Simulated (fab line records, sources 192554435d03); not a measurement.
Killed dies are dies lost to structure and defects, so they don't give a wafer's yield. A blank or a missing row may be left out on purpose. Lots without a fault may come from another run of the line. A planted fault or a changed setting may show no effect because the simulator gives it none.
Chamber matching | flow n5_finfet | N5_BEOL_M12_ETCH_68 on rie_diel-05: 4 sister chambers
The step etches SOC in N2/H2, time 285 s. 14 wafers are shown with their chamber, then 7 later ones without.

WAFERS WITH THEIR CHAMBER
wafer  | chamber | showerhead_plenum_p_Torr (Torr) | drypump_motor_current_A (A) | throttle_valve_pct (%)
L672.1 | 2       | 2.46                            | 5.7                         | 17.96
L672.4 | 3       | 2.69                            | 5.0                         | 17.50
L672.5 | 2       | 2.46                            | 5.6                         | 17.96
L675.1 | 3       | 2.69                            | 5.0                         | 17.51
L675.2 | 0       | 2.47                            | 5.5                         | 17.52
L675.5 | 2       | 2.45                            | 5.7                         | 17.96
L674.1 | 2       | 2.45                            | 5.7                         | 17.97
L674.2 | 3       | 2.69                            | 5.0                         | 17.53
L674.4 | 0       | 2.47                            | 5.6                         | 17.54
L680.2 | 2       | 2.45                            | 5.6                         | 17.98
L680.4 | 3       | 2.69                            | 5.0                         | 17.52
L680.6 | 1       | 2.57                            | 6.1                         | 17.50
L693.3 | 0       | 2.45                            | 5.5                         | 17.60
L693.4 | 2       | 2.44                            | 5.7                         | 18.03

SIGNATURES (means of the wafers above)
reading                  | chamber 0 | chamber 1 | chamber 2 | chamber 3 | scatter within a chamber
showerhead_plenum_p_Torr | 2.4633    | 2.5700    | 2.4517    | 2.6900    | 0.00742
drypump_motor_current_A  | 5.533     | 6.100     | 5.667     | 5.000     | 0.0447
throttle_valve_pct       | 17.5533   | 17.5000   | 17.9767   | 17.5150   | 0.0277
Rule: a wafer's distance from a chamber is the root of the sum, over the readings, of the square of ((its reading less the chamber's mean) divided by the reading's scatter). The wafer belongs to the nearest chamber; if the next one is less than 2 further off, it can't be placed. The scatter: the root of (the sum of the squares of (reading less its chamber's mean) over the shown wafers, divided by (wafers less chambers)).

WAFERS WITHOUT THEIR CHAMBER
wafer  | showerhead_plenum_p_Torr (Torr) | drypump_motor_current_A (A) | throttle_valve_pct (%)
L693.6 | 2.68                            | 5.0                         | 17.59
L694.1 | 2.56                            | 6.1                         | 17.55
L694.4 | 2.44                            | 5.6                         | 18.04
L694.5 | 2.56                            | 6.1                         | 17.56
L695.1 | 2.56                            | 6.1                         | 17.56
L695.3 | 2.45                            | 5.5                         | 17.60
L695.5 | 2.44                            | 5.6                         | 18.05

WHICH CHAMBER EACH WENT THROUGH
wafer  | from the rows above | in truth
L693.6 | 3                   | 3
L694.1 | 1                   | 1
L694.4 | 2                   | 2
L694.5 | 1                   | 1
L695.1 | 1                   | 1
L695.3 | 0                   | 0
L695.5 | 2                   | 2
Placed correctly: 7 of 7. Can't be placed from these rows: 0. Placed wrongly: 0.
